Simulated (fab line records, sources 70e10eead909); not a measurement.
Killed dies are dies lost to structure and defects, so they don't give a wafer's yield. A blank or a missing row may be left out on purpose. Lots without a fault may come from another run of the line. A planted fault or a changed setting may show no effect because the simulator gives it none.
A struck lot beside a sound one | flow nand_harc | 15 steps out of a route of 1302
Sound: wafers L366.2, L366.3, L366.4. Struck: wafers L378.1, L378.2, L378.6. The cause comes at the end.
At each step with rows: each side's tool, then ch and its chambers, then its first start. Under that, the readings that differ: sound wafers | struck wafers | difference of the means | sigmas: that difference in standard deviations of wafers without a fault.
alike: readings whose means differ by less than 2 such deviations, and words and numbers that are the same on both sides. not compared: withheld readings, readings that some wafer has no value for, bounds like >300 that may hide the same value, and numbers for which the record gives no deviation and whose values overlap.
The two part at a step that has a row with sigmas, a row that says differs or no value, or rows on one side only. Numbers that don't overlap but have no deviation are shown without sigmas and don't part them. A reading that every wafer of one side lacks parts them only if that side has two wafers or more.

NHARC_P_BONDPAD_ACTIVATE_29: chemistry N2, time 60 s.
  sound on rie_diel-08 ch 0,2,3, day 6 20:22; struck on rie_diel-09 ch 2,3, day 11 23:06
  alike: drypump_motor_current_A, mfc_ar_sccm, oes_product_au, rf_vpp_V, showerhead_plenum_p_Torr
  not compared: rf_hours_counter_h
then, 2 steps without rows for these wafers: NHARC_P_BONDPAD_PRECLEAN_30 (cleans in DIW, time 300 s); NHARC_P_BONDPAD_SRD_31 (time 30 s, dry time 20 s).
NHARC_A_START_INSPECT_01:
  sound on defect_inspect-01, day 6 20:46; struck on defect_inspect-02, day 11 23:31
  alike: raw_defect_count
then, 8 steps without rows for these wafers: NHARC_A_ZERO_WELL_PRECLEAN_00 (cleans in SPM, time 600 s); NHARC_A_ZERO_WELL_SRD_01; NHARC_A_ZERO_WELL_DEHYDRATE_02 (time 120 s); NHARC_A_ZERO_WELL_HMDS_03 (time 30 s); NHARC_A_ZERO_WELL_COAT_18 (time 65 s); NHARC_A_ZERO_WELL_COAT_04 (resist thk 600 nm); NHARC_A_ZERO_WELL_SOFTBAKE_05 (time 70 s); NHARC_A_ZERO_WELL_EBR_06.
NHARC_A_ZERO_WELL_EXPOSE_07: exposes mask A ZERO.
  sound on krf_scanner-04 ch 0, day 6 21:28; struck on krf_scanner-04 ch 0, day 12 00:12
  reading              | sound             | struck            | difference | sigmas
  exposure_dose_mJ_cm2 | 33.86 33.86 33.86 | 26.06 25.98 26.01 | -7.84      | -99 or more
  alike: mask, stage_vel_mm_s
then, 2 steps without rows for these wafers: NHARC_A_ZERO_WELL_PEB_08 (peb time 80 s); NHARC_END_SORT_01.

WHERE THEY PART
Only at NHARC_A_ZERO_WELL_EXPOSE_07, within this record.

WHY: what the simulator had put in
Process parameter drift: krf_scanner-04, from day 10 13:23 on, at NHARC_A_ZERO_WELL_EXPOSE_07. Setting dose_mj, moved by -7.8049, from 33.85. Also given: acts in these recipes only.
